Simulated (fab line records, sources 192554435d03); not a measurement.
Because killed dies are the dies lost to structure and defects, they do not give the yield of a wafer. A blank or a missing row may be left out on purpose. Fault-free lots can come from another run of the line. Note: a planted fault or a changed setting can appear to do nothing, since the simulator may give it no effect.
Matching of chambers | flow n5Finfet | N5_FIN_SAQP_ETCH_64 on rieSi-03: 4 sister chambers
The step etches SiO2 in CF4, target depth 1.5 nm. 20 wafers are shown with their chamber, then 10 later ones without.

WAFERS WITH THEIR CHAMBER
wafer  | chamber | drypumpMotorCurrentA (A) | oesProductAu (a.u.)
L076.3 | 3       | 5.6                      | 0.990
L076.4 | 1       | 6.5                      | 0.964
L076.6 | 2       | 5.5                      | 1.025
L077.3 | 3       | 5.6                      | 0.996
L077.4 | 1       | 6.5                      | 0.961
L077.6 | 3       | 5.6                      | 1.004
L078.1 | 1       | 6.5                      | 0.971
L078.5 | 3       | 5.6                      | 0.991
L078.6 | 2       | 5.5                      | 1.020
L083.1 | 0       | 5.1                      | 0.931
L083.3 | 2       | 5.4                      | 1.022
L083.5 | 3       | 5.6                      | 0.997
L084.3 | 0       | 5.1                      | 0.923
L084.4 | 3       | 5.6                      | 0.991
L084.5 | 2       | 5.4                      | 1.026
L085.1 | 1       | 6.5                      | 0.970
L085.4 | 2       | 5.5                      | 1.025
L085.5 | 1       | 6.5                      | 0.961
L086.2 | 2       | 5.4                      | 1.015
L086.5 | 0       | 5.1                      | 0.935

SIGNATURES, as means of the wafers listed above
reading              | chamber 0 | chamber 1 | chamber 2 | chamber 3 | scatter within a chamber
drypumpMotorCurrentA | 5.100     | 6.500     | 5.450     | 5.600     | 0.0306
oesProductAu         | 0.92967   | 0.96540   | 1.02217   | 0.99483   | 0.00498
Rule: distance of a wafer from a chamber = root of the sum over the readings of ((wafer's reading minus chamber's mean) / reading's scatter) squared. The wafer belongs to the nearest chamber; if the next one is less than 2 further off, it can't be placed. The scatter is the square root of a quotient: the sum, over the shown wafers, of each reading's squared deviation from its chamber's mean, divided by wafers minus chambers.

WAFERS WITH NO CHAMBER GIVEN
wafer  | drypumpMotorCurrentA (A) | oesProductAu (a.u.)
L086.6 | 5.6                      | 0.989
L089.2 | 6.5                      | 0.966
L089.4 | 5.4                      | 1.020
L089.6 | 6.5                      | 0.976
L090.3 | 6.5                      | 0.966
L090.5 | 5.6                      | 0.989
L090.6 | 5.4                      | 1.017
L092.3 | 5.1                      | 0.930
L092.4 | 6.5                      | 0.969
L092.5 | 6.5                      | 0.975

WHICH CHAMBER EACH WENT THROUGH
wafer  | from the rows above | in truth
L086.6 | 3                   | 3
L089.2 | 1                   | 1
L089.4 | 2                   | 2
L089.6 | 1                   | 1
L090.3 | 1                   | 1
L090.5 | 3                   | 3
L090.6 | 2                   | 2
L092.3 | 0                   | 0
L092.4 | 1                   | 1
L092.5 | 1                   | 1
Correct placement for 10 of the 10. Not placeable from these rows: 0. Number placed wrongly: 0.
